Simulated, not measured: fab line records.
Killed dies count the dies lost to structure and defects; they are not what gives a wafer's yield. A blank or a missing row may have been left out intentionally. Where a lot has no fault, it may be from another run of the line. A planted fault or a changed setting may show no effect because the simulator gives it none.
fab line records -- flow nand-harc
record: lots: 14, wafers: 42, last-day: 25
route steps=1159 shown A_STAIRCASE@592
lots that met no fault: taken from a fault-free run of the same line
start-h: hours from the record's first day to the start of the lot's first wafer shown -- wait-h: hours from the lot's prior step to this one -- " identical to the entry in the row above -- L1.1+2: a single row standing in for several wafers -- - no value, or no start given -- * or withheld: withheld -- < > ~ a bound
route shown NAME@n: a module of which the file shows steps, and the number in the route of the first -- usual: mean and standard deviation over wafers with no fault -- same: alike in all rows -- chamber/n: place in a boat -- sites: each site's reading -- _std_site: the standard deviation of these -- _edge_site: outer sites' mean less inner sites' -- radius-mm: how far each site lies from the wafer's centre -- mask NAME#n: copy n -- behind: tool/chamber where the wafer was last shaped -- hold: why the lot went on hold/how many hours it stayed there/how the hold came to an end -- device: whichever transistor did not switch (one of n, p or np) -- end of line: the tests these same wafers got at the end of their route -- where a step has no rows: the recipe by itself -- killed: not the wafer's yield, but the dies lost to structure and defects at the first sort -- map: a wafer's dies, x killed, . not, _ none there
set.NAME: the setting as run; set.NAME@STEP: as run at that earlier step -- model.NAME: the simulator's own value behind a step, which no gauge read
route steps across a sampled set of lots; one table per step, one row per wafer
services: the hour from which a tool's chamber was out of use, counted from the record's first day as start-h (under 0 if before that day), plus the number of hours and why
== steps ==
step: NHARC_A_STAIRCASE_TRIM_198
recipe: time-s: 211.2, o2-flow-sccm: 500, ar-flow-sccm: 0, bias-w: 0, chemistry: O2
usual: chamber-pressure-mTorr: 60.00/0.051, drypump-motor-current-A: 5.6/0.4, mfc-ar-sccm: 0.019/0.014, oes-product-au: 1.002/0.0072, rf-vpp-V: 57.7/0.94, showerhead-plenum-p-Torr: 3.52/0.17, throttle-valve-pct: 17.038/0.0086
same: time-s: 211.2
lot.wafer,tool,chamber,start-h,wait-h,chamber-pressure-mTorr,drypump-motor-current-A,mfc-ar-sccm,oes-product-au,rf-hours-counter-h,rf-vpp-V,showerhead-plenum-p-Torr,throttle-valve-pct
L273.3,rie-diel-05,0,-,-,59.97,6.1,0.027,0.992,21,59.2,3.28,17.042
L273.6,rie-diel-05,3,-,-,60.01,5.0,0.012,1.001,-,57.4,3.47,17.037
L273.5,rie-diel-05,0,-,-,59.94,6.1,0.027,0.993,-,56.5,3.28,17.037
L274.3,rie-diel-10,1,-,-,59.99,5.5,0.017,0.999,22,56.9,3.80,17.042
L274.2,rie-diel-10,2,-,-,59.99,6.1,0.044,1.015,22,57.3,3.71,17.040
L274.5,rie-diel-10,0,-,-,60.01,5.2,0.020,0.999,-,56.4,3.35,17.033
L282.1,rie-diel-05,1,-,-,60.00,6.0,0,1.002,43,57.1,3.50,17.027
L282.2,rie-diel-05,2,-,-,60.06,5.4,0.013,1.007,41,57.5,3.55,17.044
L282.5,rie-diel-05,1,-,-,59.97,6.0,0,0.997,-,57.9,3.50,17.033
L280.1,rie-diel-05,0,-,-,59.98,6.1,0.027,0.990,47,56.5,3.27,17.033
L280.6,rie-diel-05,2,-,-,60.07,5.3,0.013,0.995,-,59.1,3.55,17.044
L280.4,rie-diel-05,0,-,-,60.03,6.1,0.027,0.991,-,56.4,3.27,17.047
L287.1,rie-diel-10,0,-,-,60.06,5.2,0.020,1.003,50,57.2,3.34,17.045
L287.2,rie-diel-10,1,-,-,59.97,5.4,0.017,0.995,49,58.0,3.78,17.043
L287.4,rie-diel-10,2,-,-,59.95,6.1,0.044,1.006,49,58.1,3.70,17.035
L286.3,rie-diel-05,1,-,-,59.81,6.0,0,0.994,54,58.0,3.50,17.039
L286.1,rie-diel-05,2,-,-,59.93,5.4,0.013,1.013,52,56.9,3.55,17.052
L286.5,rie-diel-05,3,-,-,59.98,5.0,0.012,1.006,-,58.1,3.45,17.047
L285.3,rie-diel-05,1,-,-,60.01,6.0,0,1.000,57,57.5,3.50,17.057
L285.5,rie-diel-05,1,-,-,60.00,6.0,0,1.001,-,57.8,3.50,17.030
L285.6,rie-diel-05,2,-,-,59.95,5.3,0.013,1.008,-,57.7,3.55,17.044
L289.4,rie-diel-01,2,-,-,59.98,5.4,0,1.001,6,59.5,3.34,17.024
L289.1,rie-diel-01,1,-,-,59.95,6.0,0.038,1.003,5,58.6,3.66,17.025
L289.6,rie-diel-01,2,-,-,59.99,5.4,0,0.996,-,56.4,3.34,17.012
L288.2,rie-diel-05,0,-,-,60.07,6.0,0.027,0.995,62,57.1,3.26,17.043
L288.4,rie-diel-05,2,-,-,59.94,5.3,0.013,1.000,58,58.8,3.54,17.032
L288.5,rie-diel-05,0,-,-,60.06,6.1,0.027,0.991,-,58.0,3.26,17.043
L291.3,rie-diel-10,3,-,-,60.02,5.3,0.035,1.011,61,58.8,3.64,17.019
L291.1,rie-diel-10,0,-,-,60.08,5.2,0.020,1.011,61,58.6,3.34,17.049
L291.4,rie-diel-10,1,-,-,60.07,5.5,0.017,1.003,60,59.1,3.77,17.025
L293.4,rie-diel-01,1,-,-,59.92,6.0,0.038,1.001,15,58.0,3.65,17.047
L293.2,rie-diel-01,2,-,-,59.97,5.4,0,1.010,17,55.3,3.34,17.045
L293.6,rie-diel-01,2,-,-,60.00,5.4,0,1.013,-,57.9,3.34,17.041
L294.2,rie-diel-05,0,-,-,59.95,6.0,0.027,1.007,6,59.2,3.80,17.044
L294.5,rie-diel-05,3,-,-,59.98,5.0,0.012,1.004,-,57.7,3.44,17.047
L294.6,rie-diel-05,0,-,-,59.93,6.0,0.027,1.014,-,57.9,3.80,17.026
L296.2,rie-diel-05,3,-,-,60.00,5.0,0.012,1.010,11,57.1,3.44,17.034
L296.1,rie-diel-05,1,-,-,59.94,6.0,0,1.004,9,57.7,3.49,17.038
L296.5,rie-diel-05,2,-,-,60.09,5.3,0.013,1.007,-,58.2,3.54,17.045
L295.1,rie-diel-10,0,-,-,59.98,5.3,0.020,0.996,4,56.7,3.33,17.039
L295.5,rie-diel-10,1,-,-,60.04,5.4,0.017,0.995,-,58.6,3.77,17.032
L295.6,rie-diel-10,2,-,-,60.04,6.1,0.044,1.015,-,57.9,3.69,17.029
step: NHARC_A_STAIRCASE_DEVELOP_216
recipe: time-s: 140
usual: chill-plate-temp-C: 23.00/0.11, exhaust-pa: 44.9/0.94, time-s: 140/0
lot.wafer,tool,chamber,start-h,wait-h,chill-plate-temp-C,exhaust-pa,time-s
L273.3,litho-track-05,0,229,-,22.88,44.6,140
L273.5,litho-track-05,0,229,-,22.89,45.7,140
L273.6,litho-track-05,0,229,-,23.01,45.5,140
L274.2,litho-track-02,0,251,-,22.92,44.9,140
L274.3,litho-track-02,0,251,-,22.83,44.2,140
L274.5,litho-track-02,0,251,-,22.86,46.1,140
L282.1,litho-track-02,-,295,-,-,-,-
L282.2,litho-track-02,-,295,-,-,-,-
L282.5,litho-track-02,-,295,-,-,-,-
L280.1,litho-track-07,-,296,-,-,-,-
L280.4,litho-track-07,-,296,-,-,-,-
L280.6,litho-track-07,-,296,-,-,-,-
L287.1,litho-track-05,0,324,-,22.85,45.4,140
L287.2,litho-track-05,0,324,-,22.90,45.7,140
L287.4,litho-track-05,0,324,-,22.93,44.4,140
L286.1,litho-track-02,0,324,-,23.06,44.7,140
L286.3,litho-track-02,0,324,-,23.07,46.6,140
L286.5,litho-track-02,0,324,-,22.96,45.3,140
L285.3,litho-track-02,0,331,-,23.19,44.4,140
L285.5,litho-track-02,0,331,-,23.11,45.0,140
L285.6,litho-track-02,0,331,-,23.01,43.4,140
L289.1,litho-track-02,0,337,-,23.08,44.9,140
L289.4,litho-track-02,0,337,-,23.12,44.4,140
L289.6,litho-track-02,0,337,-,22.86,44.3,140
L288.2,litho-track-07,0,338,-,22.84,43.4,140
L288.4,litho-track-07,0,338,-,23.01,44.3,140
L288.5,litho-track-07,0,338,-,22.78,44.1,140
L291.1,litho-track-05,0,351,-,23.00,46.5,140
L291.3,litho-track-05,0,351,-,23.04,47.4,140
L291.4,litho-track-05,0,351,-,23.14,45.1,140
L293.2,litho-track-07,0,362,-,22.89,43.5,140
L293.4,litho-track-07,0,362,-,22.86,44.9,140
L293.6,litho-track-07,0,362,-,23.02,45.2,140
L294.2,litho-track-02,0,363,-,22.98,45.0,140
L294.5,litho-track-02,0,363,-,23.01,43.4,140
L294.6,litho-track-02,0,363,-,22.98,42.8,140
L296.1,litho-track-02,0,371,-,23.07,44.5,140
L296.2,litho-track-02,0,371,-,23.20,44.8,140
L296.5,litho-track-02,0,371,-,23.19,45.5,140
L295.1,litho-track-02,0,376,-,22.92,46.1,140
L295.5,litho-track-02,0,376,-,23.01,45.0,140
L295.6,litho-track-02,0,376,-,23.08,45.2,140
step: NHARC_A_STAIRCASE_TRIM_224
recipe: time-s: 211.2, o2-flow-sccm: 500, ar-flow-sccm: 0, bias-w: 0, chemistry: O2
usual: chamber-pressure-mTorr: 60.00/0.053, drypump-motor-current-A: 5.6/0.41, mfc-ar-sccm: 0.021/0.014, oes-product-au: 1.002/0.0073, rf-vpp-V: 57.8/0.92, showerhead-plenum-p-Torr: 3.55/0.16, throttle-valve-pct: 17.038/0.0086
same: time-s: 211.2
lot.wafer,tool,chamber,start-h,wait-h,chamber-pressure-mTorr,drypump-motor-current-A,mfc-ar-sccm,oes-product-au,rf-hours-counter-h,rf-vpp-V,showerhead-plenum-p-Torr,throttle-valve-pct
L273.3,rie-diel-10,2,-,-,59.91,6.1,0.044,1.003,16,57.5,3.72,17.037
L273.5,rie-diel-10,2,-,-,59.93,6.1,0.044,1.010,-,58.6,3.72,17.037
L273.6,rie-diel-10,3,-,-,59.97,5.3,0.035,1.008,-,59.2,3.67,17.040
L274.3,rie-diel-05,1,-,-,60.00,6.1,0,0.996,28,58.7,3.51,17.029
L274.2,rie-diel-05,2,-,-,59.96,5.3,0.013,0.995,28,58.5,3.56,17.046
L274.5,rie-diel-05,3,-,-,60.01,5.0,0.012,1.004,-,57.8,3.46,17.020
L280.4,rie-diel-10,2,-,-,60.03,6.1,0.044,0.998,38,57.0,3.70,17.050
L280.1,rie-diel-10,3,-,-,60.02,5.3,0.035,1.007,40,59.5,3.65,17.044
L280.6,rie-diel-10,1,-,-,59.99,5.5,0.017,0.986,-,57.7,3.79,17.041
L282.2,rie-diel-05,1,-,-,60.02,6.0,0,0.997,45,57.7,3.50,17.047
L282.1,rie-diel-05,0,-,-,59.98,6.1,0.027,0.997,48,58.4,3.27,17.038
L282.5,rie-diel-05,0,-,-,59.99,6.1,0.027,0.998,-,56.6,3.27,17.040
L287.1,rie-diel-05,2,-,-,59.97,5.4,0.013,1.004,53,58.7,3.55,17.035
L287.2,rie-diel-05,3,-,-,59.98,5.0,0.012,1.012,46,58.3,3.45,17.031
L287.4,rie-diel-05,1,-,-,60.03,6.0,0,0.990,55,57.1,3.50,17.033
L286.3,rie-diel-10,3,-,-,60.00,5.3,0.035,1.002,51,59.1,3.65,17.032
L286.1,rie-diel-10,0,-,-,60.01,5.2,0.020,1.001,51,56.8,3.34,17.019
L286.5,rie-diel-10,2,-,-,59.96,6.2,0.044,1.008,-,59.0,3.70,17.029
L285.3,rie-diel-10,1,-,-,60.02,5.5,0.017,0.997,52,58.1,3.78,17.043
L285.5,rie-diel-10,0,-,-,59.98,5.2,0.020,1.004,-,56.6,3.34,17.040
L285.6,rie-diel-10,1,-,-,60.00,5.4,0.017,0.999,-,57.8,3.78,17.039
L289.4,rie-diel-10,0,-,-,59.91,5.2,0.020,1.012,55,58.0,3.34,17.047
L289.1,rie-diel-10,1,-,-,59.94,5.4,0.017,1.007,54,58.0,3.78,17.046
L289.6,rie-diel-10,3,-,-,60.07,5.3,0.035,1.000,-,57.5,3.65,17.033
L288.4,rie-diel-05,1,-,-,59.99,6.0,0,0.989,60,56.2,3.49,17.033
L288.2,rie-diel-05,2,-,-,60.05,5.3,0.013,0.984,59,59.1,3.54,17.039
L288.5,rie-diel-05,0,-,-,59.99,6.1,0.027,0.991,-,56.7,3.26,17.052
L291.3,rie-diel-05,3,-,-,60.00,5.0,0.012,1.002,0,57.1,3.45,17.050
L291.4,rie-diel-05,0,-,-,59.92,6.0,0.027,1.003,0,57.2,3.81,17.030
L291.1,rie-diel-05,2,-,-,59.89,5.3,0.013,0.993,0,57.3,3.54,17.039
L293.4,rie-diel-05,0,-,-,60.00,6.1,0.027,1.001,7,58.8,3.80,17.037
L293.2,rie-diel-05,2,-,-,59.99,5.3,0.013,0.999,8,58.6,3.54,17.037
L293.6,rie-diel-05,0,-,-,60.03,6.1,0.027,0.997,-,58.2,3.80,17.040
L294.2,rie-diel-10,1,-,-,60.04,5.4,0.017,1.006,0,59.1,3.77,17.021
L294.5,rie-diel-10,2,-,-,60.02,6.1,0.044,1.015,-,57.7,3.69,17.049
L294.6,rie-diel-10,3,-,-,60.01,5.3,0.035,0.992,-,59.1,3.64,17.042
L296.1,rie-diel-01,3,-,-,59.90,5.0,0.033,1.024,25,58.9,3.79,17.043
L296.2,rie-diel-01,1,-,-,59.99,6.0,0.038,0.995,21,59.7,3.65,17.032
L296.5,rie-diel-01,1,-,-,60.05,6.0,0.038,0.998,-,57.8,3.65,17.032
L295.1,rie-diel-05,1,-,-,60.00,6.0,0,1.011,11,58.4,3.49,17.023
L295.5,rie-diel-05,2,-,-,59.99,5.3,0.013,1.010,-,58.2,3.54,17.035
L295.6,rie-diel-05,3,-,-,60.06,5.0,0.012,1.012,-,57.4,3.44,17.029
step: NHARC_A_STAIRCASE_ETCH_225
recipe: target-depth-a: 1000, time-s: 40.5, ion-energy-ev: 400, c4f8-flow-sccm: 20, o2-flow-sccm: 10, ar-flow-sccm: withheld, rf-w: 600, bias-w: 1000, chemistry: C4F8/O2
usual: chamber-pressure-mTorr: 24.997/0.025, oes-product-au: 0.943/0.0087, rf-vpp-V: 897/6.2
same: time-s: 40.5
lot.wafer,tool,chamber,start-h,wait-h,chamber-pressure-mTorr,oes-product-au,rf-hours-counter-h,rf-vpp-V
L273.3,rie-diel-10,0,-,-,24.961,0.964,17,891
L273.6,rie-diel-10,1,-,-,25.049,0.944,-,907
L273.5,rie-diel-10,2,-,-,25.023,0.946,-,903
L274.3,rie-diel-05,0,-,-,24.995,0.926,30,887
L274.2,rie-diel-05,3,-,-,25.012,0.943,25,894
L274.5,rie-diel-05,1,-,-,24.984,0.936,-,896
L280.4,rie-diel-10,1,-,-,24.968,0.929,37,907
L280.1,rie-diel-10,3,-,-,25.002,0.937,41,901
L280.6,rie-diel-10,2,-,-,24.954,0.941,-,903
L282.2,rie-diel-05,2,-,-,25.013,0.945,43,896
L282.1,rie-diel-05,0,-,-,25.015,0.941,48,885
L282.5,rie-diel-05,0,-,-,25.000,0.938,-,887
L287.4,rie-diel-05,1,-,-,24.984,0.939,55,894
L287.2,rie-diel-05,2,-,-,25.003,0.942,53,897
L287.1,rie-diel-05,3,-,-,25.035,0.949,46,893
L286.3,rie-diel-10,1,-,-,24.964,0.942,50,905
L286.1,rie-diel-10,3,-,-,25.010,0.935,51,901
L286.5,rie-diel-10,1,-,-,25.030,0.936,-,905
L285.3,rie-diel-10,2,-,-,24.967,0.931,52,902
L285.6,rie-diel-10,2,-,-,24.994,0.945,-,902
L285.5,rie-diel-10,3,-,-,25.014,0.941,-,899
L289.4,rie-diel-10,1,-,-,25.014,0.936,54,906
L289.1,rie-diel-10,3,-,-,24.963,0.945,55,901
L289.6,rie-diel-10,1,-,-,25.012,0.947,-,905
L288.4,rie-diel-05,0,-,-,25.038,0.943,63,887
L288.2,rie-diel-05,2,-,-,25.009,0.953,59,898
L288.5,rie-diel-05,1,-,-,24.964,0.941,-,895
L291.3,rie-diel-05,3,-,-,25.039,0.942,1,893
L291.1,rie-diel-05,0,-,-,24.998,0.936,0,906
L291.4,rie-diel-05,1,-,-,24.965,0.946,0,894
L293.2,rie-diel-05,3,-,-,25.003,0.928,8,893
L293.4,rie-diel-05,0,-,-,25.022,0.950,7,906
L293.6,rie-diel-05,3,-,-,24.975,0.946,-,893
L294.2,rie-diel-10,2,-,-,24.988,0.941,0,901
L294.5,rie-diel-10,0,-,-,24.987,0.956,-,889
L294.6,rie-diel-10,1,-,-,24.977,0.948,-,906
L296.1,rie-diel-01,3,-,-,25.010,0.943,25,905
L296.2,rie-diel-01,0,-,-,25.018,0.946,23,891
L296.5,rie-diel-01,3,-,-,25.004,0.941,-,906
L295.1,rie-diel-05,0,-,-,24.997,0.947,12,907
L295.5,rie-diel-05,3,-,-,25.062,0.936,-,892
L295.6,rie-diel-05,0,-,-,25.004,0.944,-,907
== services ==
tool,chamber,start-h,hours,kind
rie-diel-05,3,211.75,6.3,repair
rie-diel-05,0,222.88,-,clean
rie-diel-05,1,222.88,-,clean
rie-diel-05,2,222.88,-,clean
rie-diel-05,3,222.88,-,clean
litho-track-05,-,237.00,7.0,pm
rie-diel-05,3,238.27,3.0,repair
rie-diel-05,0,247.88,-,clean
rie-diel-05,1,247.88,-,clean
rie-diel-05,2,247.88,-,clean
rie-diel-05,3,247.88,-,clean
rie-diel-05,0,272.38,-,clean
rie-diel-05,1,272.38,-,clean
rie-diel-05,2,272.38,-,clean
rie-diel-05,3,272.38,-,clean
rie-diel-05,0,296.92,-,clean
rie-diel-05,1,296.92,-,clean
rie-diel-05,2,296.92,-,clean
rie-diel-01,-,315.10,9.0,pm
litho-track-02,-,340.00,7.0,pm
rie-diel-05,-,340.75,9.0,pm
rie-diel-10,-,353.50,9.0,pm
litho-track-07,-,364.01,7.0,pm
rie-diel-01,2,370.60,14.2,repair
== key ==
first-sign: step: NHARC_A_STAIRCASE_DEVELOP_216, reading: tool-record, direction: missing
effect none on later readings
met-at NHARC_A_STAIRCASE_DEVELOP_216
struck-lots L280,L282
later-rows-left-out L280.1,L280.4,L280.6,L282.1,L282.2,L282.5
sort-left-out L280.1,L280.4,L280.6,L282.1,L282.2,L282.5
tester-left-out L280,L282
not-acting-at NHARC_A_STAIRCASE_TRIM_198,NHARC_A_STAIRCASE_TRIM_224,NHARC_A_STAIRCASE_ETCH_225
onset-between 251 295
fault: kind: skipped-step-whole, tool: litho-track-02,litho-track-07, chamber: -, onset-h: 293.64, steps: NHARC_A_STAIRCASE_DEVELOP_216, scope: struck-lots-only
tester-left-out: of these lots the tester's yield and bins aren't shown, on N5 and GAA mostly nor the transistor test; their killed dies are dies lost to structure and defects alone, not to doping, threshold or leakage, so they don't give the yield
sort-left-out: the simulated sort isn't trusted on such a fault, so these wafers' sort isn't shown, and their yield isn't known
later-rows-left-out: the simulator's readings of these wafers behind a module that went badly wrong aren't trusted and aren't shown, but for the sort
